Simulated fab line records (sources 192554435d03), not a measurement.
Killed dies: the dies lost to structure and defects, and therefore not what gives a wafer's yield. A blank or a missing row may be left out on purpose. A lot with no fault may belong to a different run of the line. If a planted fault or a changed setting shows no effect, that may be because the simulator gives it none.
8D (eight disciplines) problem report, filled in by code :: flow n5Finfet :: the parts of the form that need people (team, actions taken, sign-off) are left out

1. THE ISSUE
HMC_CMP_THK at N5_PMOS_HMC_CHANNEL_EPI_THK_MEAS_22 reads a mean of 58.9 nm on 3 wafers of 2 lots; wafers without a fault read 54.4 nm with a standard deviation of 1. That puts it +4.5 standard deviations away from the usual mean.
The first sign was on wafer L641.2 at day 4 14:13, on filmMetro-01. The record has a number at this step for 33 wafers belonging to 11 lots. Rule for "out", or "out of limits": more than 4 standard deviations from the usual mean. Any other wafer with a number is counted as sound.

2. WHAT THIS IS AND IS NOT
question: which readings at this step
is: HMC_CMP_THK
is not: -

question: which lots
is: L641, L644
is not: L630, L631, L640, L642, L646, L648, L649, L650, L651

question: which wafers of those lots
is: L641.2, L641.5, L644.2
is not: L641.6, L644.3, L644.4

question: read on which gauges
is: filmMetro-01
is not: filmMetro-02

question: when
is: from day 4 14:13
is not: up to then (10 sound wafers); but 20 sound wafers of L642, L644, L646, L648, L649, L650, L651 came after

3. WHAT RULES OUT EACH SUSPECT
Counting: if a tool at a process step up to the reading ran every lot that is out, it stays a suspect. Sound lots after the first of them don't rule it out here, since some wafers of a struck lot are sound.
- the gauge at N5_PMOS_HMC_CHANNEL_EPI_THK_MEAS_22: kept. All the wafers that are out were read on filmMetro-01, and no step on other tools shows them out.
- rieSi-02 at N5_PMOS_HMC_CHANNEL_EPI_FIN_RECESS_16 (chemistry HBr/Cl2, target Si, target depth 54 nm, time 18 s): kept. It processed each lot that is out (first: L641, day 4 12:01); up to then, its last sound lot is L640 (day 4 06:39).
- Within rieSi-02 at N5_PMOS_HMC_CHANNEL_EPI_FIN_RECESS_16: the wafers that are out ran in chambers 0, 3; their sound lot-mates ran in chambers 1, 2.
Left after counting: rieSi-02 at N5_PMOS_HMC_CHANNEL_EPI_FIN_RECESS_16, filmMetro-01 at N5_PMOS_HMC_CHANNEL_EPI_THK_MEAS_22.

4. THE CAUSE (what the simulator had put in)
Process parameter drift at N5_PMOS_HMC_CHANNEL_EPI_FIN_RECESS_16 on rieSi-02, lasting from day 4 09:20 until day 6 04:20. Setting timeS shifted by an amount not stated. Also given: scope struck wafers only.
Counting leaves 2 suspects; this tool is one of them.

5. SEQUENCE OF EFFECTS, ordered by route
One row per reading whose mean, taken over the struck wafers that have a number, lies over 3 standard deviations from the usual. Only readings for which the record gives a usual standard deviation are gone through. hours: the time from each lot's start at the first step in this table that gives one to its start at this step, as a median over the lots. sigmas: the change in usual standard deviations.
hours: 0
step: N5_PMOS_HMC_CHANNEL_EPI_THK_MEAS_22
reading: HMC_CMP_THK
usual: 54.4 nm
on struck wafers: 58.9
change: +4.5
sigmas: +4.5

6. WHAT WOULD HAVE CAUGHT IT SOONER
In this record the first reading out of limits at a measuring or inspecting step was taken at day 4 14:13, 5 hours after the fault began at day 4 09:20.
Of the tool readings at N5_PMOS_HMC_CHANNEL_EPI_FIN_RECESS_16 for which the record gives a usual standard deviation, none was out on any struck wafer, so an alarm limit of 4 standard deviations on them would not have fired.
Among the 2 lots that are out, L644 began N5_PMOS_HMC_CHANNEL_EPI_FIN_RECESS_16 on rieSi-02 after day 4 14:13. A hold on the tool at that time would have spared it.
